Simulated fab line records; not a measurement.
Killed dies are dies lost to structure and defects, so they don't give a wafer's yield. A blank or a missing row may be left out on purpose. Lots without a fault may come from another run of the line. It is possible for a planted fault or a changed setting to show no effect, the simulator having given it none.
Matching of chambers / flow nand-harc / NHARC_A_M0_ETCH_34 on rie-diel-01: 4 sister chambers
The step etches the open film in N2/H2, target depth 40 nm, overetch 12 nm, time 43.94 s. 4 wafers are shown with their chamber, then 9 later ones without.

WAFERS WITH THEIR CHAMBER
wafer=L080.4; chamber=1; rf-vpp-V (V)=433
wafer=L083.3; chamber=2; rf-vpp-V (V)=428
wafer=L085.5; chamber=0; rf-vpp-V (V)=431
wafer=L085.6; chamber=3; rf-vpp-V (V)=435

WAFERS WITH NO CHAMBER GIVEN
wafer=L086.1; rf-vpp-V (V)=432
wafer=L086.4; rf-vpp-V (V)=436
wafer=L086.5; rf-vpp-V (V)=436
wafer=L087.2; rf-vpp-V (V)=428
wafer=L087.3; rf-vpp-V (V)=436
wafer=L087.5; rf-vpp-V (V)=426
wafer=L093.2; rf-vpp-V (V)=435
wafer=L093.4; rf-vpp-V (V)=433
wafer=L093.6; rf-vpp-V (V)=432

THE CHAMBER EACH PASSED THROUGH
wafer=L086.1; from the rows above=can't be placed: 0 or 1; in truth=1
wafer=L086.4; from the rows above=3; in truth=3
wafer=L086.5; from the rows above=3; in truth=3
wafer=L087.2; from the rows above=2; in truth=2
wafer=L087.3; from the rows above=3; in truth=3
wafer=L087.5; from the rows above=2; in truth=2
wafer=L093.2; from the rows above=3; in truth=3
wafer=L093.4; from the rows above=1; in truth=1
wafer=L093.6; from the rows above=can't be placed: 0 or 1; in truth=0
Correct placement for 7 of the 9. Can't be placed from these rows: 2 (the true chamber is among the candidates in 2). Number placed wrongly: 0.
How it was worked out, from the rows above alone: a wafer's distance from a chamber is the root of the sum, over the readings, of the square of ((its reading less the chamber's mean) divided by the reading's scatter). If the next closest chamber is less than 2 further off than the closest, the wafer can't be placed; otherwise it belongs to the closest. A chamber's mean is the mean of its shown wafers. The scatter (one wafer shown for each chamber): square how far every hidden wafer sits from the nearest shown wafer, average those squares and take the square root.
